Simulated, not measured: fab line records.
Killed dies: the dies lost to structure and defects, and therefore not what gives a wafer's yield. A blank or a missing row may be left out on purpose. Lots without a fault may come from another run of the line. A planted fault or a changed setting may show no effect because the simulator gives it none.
Struck lot and sound lot, side by side :: flow n5Finfet :: 41 out of 1938 route steps
Sound: wafers L692.1, L692.3, L692.6. The struck wafers were L697.1, L697.2, L697.5. The cause is given at the end.
For every step that has rows: the tool of each side, followed by ch and its chambers, followed by its first start. Under that, the readings that differ: sound wafers :: struck wafers :: difference of the means :: sigmas: that difference in standard deviations of wafers without a fault.
alike: a reading whose means differ by less than 2 such deviations, as well as words and numbers matching on both sides. not compared: withheld readings; readings where some wafer has no value; bounds like >300 that might hide an equal value; numbers whose values overlap and for which the record gives no deviation.
Wherever a step has rows on one side only, a row that says differs or no value, or a row with sigmas, the two part there. Non-overlapping numbers with no deviation appear without sigmas and do not part them. Lack of a reading on every wafer of one side parts them only where that side has two or more wafers.

first, 12 steps without rows for these wafers: N5_SD_EPI_N_STRIP_36 (strips in N2/H2); N5_SD_EPI_N_ETCHBACK_44 (etches SiNx in CH3F/O2, stops on SiO2, target depth 14.5 nm); N5_SD_EPI_N_ETCH_45 (etches SiOCN in CH3F/O2, target depth 6 nm); N5_SD_EPI_N_ETCH_16 (etches SiO2 in CHF3/O2, target depth 5 nm); N5_SD_EPI_N_STRIP_47 (strips in CHF3/O2); N5_SD_EPI_N_SD_RECESS_17 (chemistry HBr/Cl2/O2, target depth 41 nm, time 23.7 s, bt time 3 s); N5_SD_EPI_N_STRIP_38 (strips in N2/H2); N5_SD_EPI_N_WET_ETCH_43 (etches SiO2 in dHF, time 14 s, target depth 1.5 nm); N5_SD_EPI_N_STRIP_18 (strips in SPM, time 750 s); N5_SD_EPI_N_SRD_20 (time 30 s); N5_SD_EPI_N_PRECLEAN_48 (cleans in NF3:NH3, afs cycles 2, time 20 s, sublimation time 60 s); N5_SD_EPI_N_VAPOR_ETCH_50 (etches Si in HCl, time 54 s).
N5_SD_EPI_N_EPI_21: deposits Si:P, time 690 s.
  sound on epiRpcvd-04 ch 0, day 4 21:50; struck on epiRpcvd-04 ch 0, day 6 04:59
  alike: susceptor_temp_C_max
then, 24 steps without rows for these wafers: N5_SD_EPI_N_PRECLEAN_24 (cleans in O3/DIW, time 60 s); N5_SD_EPI_N_SRD_25 (time 30 s); N5_SD_EPI_N_PRECLEAN_49 (cleans in NF3:NH3, afs cycles 1, time 20 s, sublimation time 60 s); N5_SD_EPI_N_LINER_46 (material SiNx, target thk 3 nm); N5_SD_EPI_P_COAT_34 (time 60 s, resist thk 350 nm); N5_SD_EPI_P_COAT_35 (time 60 s, resist thk 35 nm); N5_SD_EPI_P_COAT_03 (resist thk 150 nm); N5_SD_EPI_P_EBR_05; N5_SD_EPI_P_SOFTBAKE_04 (time 60 s); N5_SD_EPI_P_EXPOSE_06 (exposes mask SD P BLK, target cd 240 nm); N5_SD_EPI_P_PEB_07 (peb time 60 s); N5_SD_EPI_P_DEVELOP_08 (develop time 30 s); N5_SD_EPI_P_DESCUM_14 (chemistry O2, time 7.9 s); N5_SD_EPI_P_ETCH_36 (etches SiARC in CF4, target depth 45.5 nm, time 75.8 s); N5_SD_EPI_P_ETCH_37 (etches SOC in N2/H2, overetch 108 nm, time 486 s); N5_SD_EPI_P_STRIP_38 (strips in N2/H2); N5_SD_EPI_P_ETCHBACK_46 (etches SiNx in CH3F/O2, stops on SiO2, target depth 17.5 nm); N5_SD_EPI_P_ETCH_47 (etches SiOCN in CH3F/O2, target depth 25 nm); N5_SD_EPI_P_ETCH_16 (etches SiO2 in CHF3/O2, target depth 5 nm); N5_SD_EPI_P_STRIP_50 (strips in CHF3/O2); N5_SD_EPI_P_SD_RECESS_17 (chemistry HBr/Cl2/O2, target depth 39.1 nm, bt time 3 s); N5_SD_EPI_P_WET_ETCH_45 (etches SiO2 in dHF, time 10.7 s, target depth 2 nm, rinse time 30 s); N5_SD_EPI_P_STRIP_40 (strips in N2/H2); N5_SD_EPI_P_PRECLEAN_52 (cleans in O3/DIW, time 60 s).
N5_SD_ACTIVATION_LSA_01: time 0.0008 s.
  sound on laserAnneal-01 ch 0, day 5 06:04; struck on laserAnneal-02 ch 0, day 6 13:05
reading: wafer_temp_C_max
sound: 1084.3 1086.6 1087.6
struck: 1104.2 1104.3 1103.0
difference: +17.7
sigmas: +15
N5_SD_ACTIVATION_RS_MEAS_03: the measuring method here is four-point-probe.
  struck on filmMetro-01, day 6 13:17; sound on filmMetro-02, day 5 06:16
reading: RS_SD_N (ohm/sq)
sound: 21.6 21.4 21.3
struck: 19.9 20.0 19.4
difference: -1.7
sigmas: -5
  alike: RS_SD_P
-- here the record skips 5 days between the struck wafers' starts before and after, leaving off in module SD_ACTIVATION and picking up in module BEOL_M4 (first step shown: number 1111 of the route) --
N5_BEOL_M4_RC_MEAS_101:
  sound on prober-01 ch 0, day 9 18:31; struck on prober-01 ch 0, day 11 21:57
reading: RS_SD_N (ohm/sq)
sound: 27.6 27.6 27.8
struck: 26.2 26.3 25.1
difference: -1.8
sigmas: -4

reading: SS_N (mV/dec)
sound: 71.3 71.0 71.7
struck: 72.6 72.6 72.9
difference: +1.4
sigmas: +2

reading: VT_N (mV)
sound: 251 254 247
struck: 239 244 244
difference: -8
sigmas: -2
  alike: DIBL_N, DIBL_P, IOFF_N, IOFF_P, ION_N, ION_P, SS_P, VT_P
N5_PASSIVATION_PROBE_49:
  the record holds rows for the sound wafers here (prober-02, day 14 11:20) but none for the struck ones

WHERE THEY PART
At N5_SD_ACTIVATION_LSA_01 first; at N5_PASSIVATION_PROBE_49 last (within this record only).

WHY: what had been put in by the simulator
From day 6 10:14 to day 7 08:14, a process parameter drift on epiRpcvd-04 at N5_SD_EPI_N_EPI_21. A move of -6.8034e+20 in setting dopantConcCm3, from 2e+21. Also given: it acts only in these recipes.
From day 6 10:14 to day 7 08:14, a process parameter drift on laserAnneal-02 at N5_SD_ACTIVATION_LSA_01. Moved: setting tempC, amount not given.
